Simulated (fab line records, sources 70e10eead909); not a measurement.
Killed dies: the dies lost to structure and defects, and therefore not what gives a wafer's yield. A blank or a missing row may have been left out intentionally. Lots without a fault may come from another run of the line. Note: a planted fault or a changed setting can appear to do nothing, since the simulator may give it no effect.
Chamber matching :: flow nand harc :: NHARC_A_SGD_CUT_ETCHBACK_24 on rie diel-08: 4 sister chambers
The step etches the open film in CH3F/O2, target depth 50 nm, time 92.857 s. 8 wafers are shown with their chamber, then 9 later ones without.

## EACH WAFER AND ITS CHAMBER
wafer: L084.5
chamber: 2
showerhead plenum p Torr (Torr): 2.63
drypump motor current A (A): 5.9

wafer: L084.6
chamber: 1
showerhead plenum p Torr (Torr): 2.46
drypump motor current A (A): 5.5

wafer: L087.2
chamber: 0
showerhead plenum p Torr (Torr): 2.54
drypump motor current A (A): 5.7

wafer: L087.3
chamber: 3
showerhead plenum p Torr (Torr): 2.49
drypump motor current A (A): 6.0

wafer: L087.5
chamber: 0
showerhead plenum p Torr (Torr): 2.54
drypump motor current A (A): 5.7

wafer: L090.3
chamber: 3
showerhead plenum p Torr (Torr): 2.49
drypump motor current A (A): 5.9

wafer: L090.4
chamber: 2
showerhead plenum p Torr (Torr): 2.63
drypump motor current A (A): 5.9

wafer: L090.5
chamber: 1
showerhead plenum p Torr (Torr): 2.45
drypump motor current A (A): 5.6

## WAFERS WHOSE CHAMBER IS MISSING
wafer: L091.2
showerhead plenum p Torr (Torr): 2.63
drypump motor current A (A): 5.9

wafer: L091.5
showerhead plenum p Torr (Torr): 2.63
drypump motor current A (A): 5.9

wafer: L091.6
showerhead plenum p Torr (Torr): 2.45
drypump motor current A (A): 5.6

wafer: L096.1
showerhead plenum p Torr (Torr): 2.45
drypump motor current A (A): 5.5

wafer: L096.3
showerhead plenum p Torr (Torr): 2.63
drypump motor current A (A): 6.0

wafer: L096.5
showerhead plenum p Torr (Torr): 2.63
drypump motor current A (A): 5.9

wafer: L097.2
showerhead plenum p Torr (Torr): 2.45
drypump motor current A (A): 5.6

wafer: L097.4
showerhead plenum p Torr (Torr): 2.49
drypump motor current A (A): 5.9

wafer: L097.6
showerhead plenum p Torr (Torr): 2.63
drypump motor current A (A): 5.9

## CHAMBER TAKEN BY EACH
wafer: L091.2
from the rows above: 2
in truth: 2

wafer: L091.5
from the rows above: 2
in truth: 2

wafer: L091.6
from the rows above: 1
in truth: 1

wafer: L096.1
from the rows above: 1
in truth: 1

wafer: L096.3
from the rows above: 2
in truth: 2

wafer: L096.5
from the rows above: 2
in truth: 2

wafer: L097.2
from the rows above: 1
in truth: 1

wafer: L097.4
from the rows above: 3
in truth: 3

wafer: L097.6
from the rows above: 2
in truth: 2
Correct placement for 9 of the 9. Number that these rows cannot place: 0. 0 placed wrongly.
How it was worked out, from the rows above alone: a wafer's distance from a chamber is the root of the sum, over the readings, of the square of ((its reading less the chamber's mean) divided by the reading's scatter). If the next closest chamber is less than 2 further off than the closest, the wafer can't be placed; otherwise it belongs to the closest. The mean given for a chamber averages the wafers shown for that chamber. How the scatter is found: for the shown wafers, subtract from each reading the mean of its chamber, square and add these, divide the total by (wafers less chambers), then take the root.
